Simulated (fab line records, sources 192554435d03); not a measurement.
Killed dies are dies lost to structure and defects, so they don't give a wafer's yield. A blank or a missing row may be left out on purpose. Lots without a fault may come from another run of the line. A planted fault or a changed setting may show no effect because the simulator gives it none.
Split-lot experiment | flow n5_finfet | 7 lots, 21 wafers read, on a route of 1938 steps

THE SPLIT
At N5_BEOL_M14_DEP_53 (deposits SiCN from 3MS/NH3, target thk 50 nm, time 17.8 s), the setting time_s was moved away from the recipe's 17.8 s on 9 of the 21 wafers read, by -10.0% to +12.1%. The other wafers ran this setting at the recipe's value.

The reading is taken at the split's own step.

THE READING
SiCN_of_BEOL_M14_DEP_53.thk_nm (the simulator's own value, which no gauge read), in nm, at N5_BEOL_M14_DEP_53 (deposits SiCN from 3MS/NH3, target thk 50 nm, time 17.8 s). The file gives no usual value for it. The 12 wafers here that ran the recipe average 50.2 nm, standard deviation 0.65 nm.

wafer  | tool, chamber at the split | time_s as run, s | against the recipe | SiCN_of_BEOL_M14_DEP_53.thk_nm, nm | against lot-mates on the recipe
L079.2 | pecvd-01, 0                | 19.96            | +12.1%             | 54.8                               | +4.7
L079.5 | pecvd-01, 0                | 17.8             | recipe             | 50.2                               | -
L079.6 | pecvd-01, 1                | 17.8             | recipe             | 50                                 | -
L078.1 | pecvd-04, 0                | 17.8             | recipe             | 50                                 | -
L078.3 | pecvd-04, 1                | 17.8             | recipe             | 50.2                               | -
L078.5 | pecvd-04, 1                | 17.8             | recipe             | 51                                 | -
L083.1 | pecvd-04, 0,2              | 16.02            | -10.0%             | 45.2                               | -5.2
L083.2 | pecvd-04, 0,2              | 16.02            | -10.0%             | 45.2                               | -5.2
L083.4 | pecvd-04, 2                | 17.8             | recipe             | 50.4                               | -
L081.3 | pecvd-03, 1                | 17.8             | recipe             | 49                                 | -
L081.4 | pecvd-03, 2                | 17.8             | recipe             | 49.6                               | -
L081.6 | pecvd-03, 0                | 19.52            | +9.7%              | 54.8                               | +5.5
L086.2 | pecvd-03, 0,2              | 19.44            | +9.2%              | 54.2                               | +4.2
L086.6 | pecvd-03, 0,2              | 19.44            | +9.2%              | 54.2                               | +4.2
L086.4 | pecvd-03, 0                | 17.8             | recipe             | 50                                 | -
L089.2 | pecvd-01, 0                | 17.8             | recipe             | 49.6                               | -
L089.4 | pecvd-01, 1                | 17.8             | recipe             | 51.6                               | -
L089.5 | pecvd-01, 0                | 17.8             | recipe             | 50.6                               | -
L091.1 | pecvd-01, 2                | 16.48            | -7.4%              | 45.4                               | no lot-mate on the recipe
L091.2 | pecvd-01, 1,0              | 16.48            | -7.4%              | 46                                 | no lot-mate on the recipe
L091.4 | pecvd-01, 1,0              | 16.48            | -7.4%              | 46                                 | no lot-mate on the recipe
Where a row lists several chambers, the file gives one row for several wafers and doesn't say which wafer went through which chamber.

THE FIT
A straight line over all 21 wafers: SiCN_of_BEOL_M14_DEP_53.thk_nm changes by +0.479 nm for each +1% of time_s; r = +0.98; the points scatter about the line by 0.65 nm.
The same after taking each lot's own level away (the mean of its wafers on the recipe; 18 wafers): +0.48 nm for each +1%; r = +0.98; scatter 0.56 nm.
On that fit, the largest move of time_s shifts the reading by 5.8 nm.
The lots' own levels span 49.30 to 50.60 nm, that is 2.0 times the standard deviation above.
So the lot-to-lot level changes the slope little: the two slopes agree.
Check: with one of the wafers moved furthest among these (+12.1%) left out of the fit, the line predicts +6.12 nm for it against its lot-mates. It came out at +4.7 nm against them.

OTHER SPLITS ON THESE WAFERS
These wafers also went through other splits before the reading. Each is held against what the fit with the lots' levels taken away leaves over:
other split on the same wafers | wafers away from the commonest value | r with SiCN_of_BEOL_M14_DEP_53.thk_nm (lot level and that fit taken away)
N5_BEOL_M13_EXPOSE_07 dose_mj  | 7                                    | +0.06
N5_BEOL_M13_SPUTTER_43 time_s  | 10                                   | +0.34
N5_BEOL_M14_ILD_DEP_00 temp_c  | 10                                   | -0.21

THE FILE'S OWN FIT
SiCN_of_BEOL_M14_DEP_53.thk_nm changes by +0.472 nm for each +1% of time_s, r = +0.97.
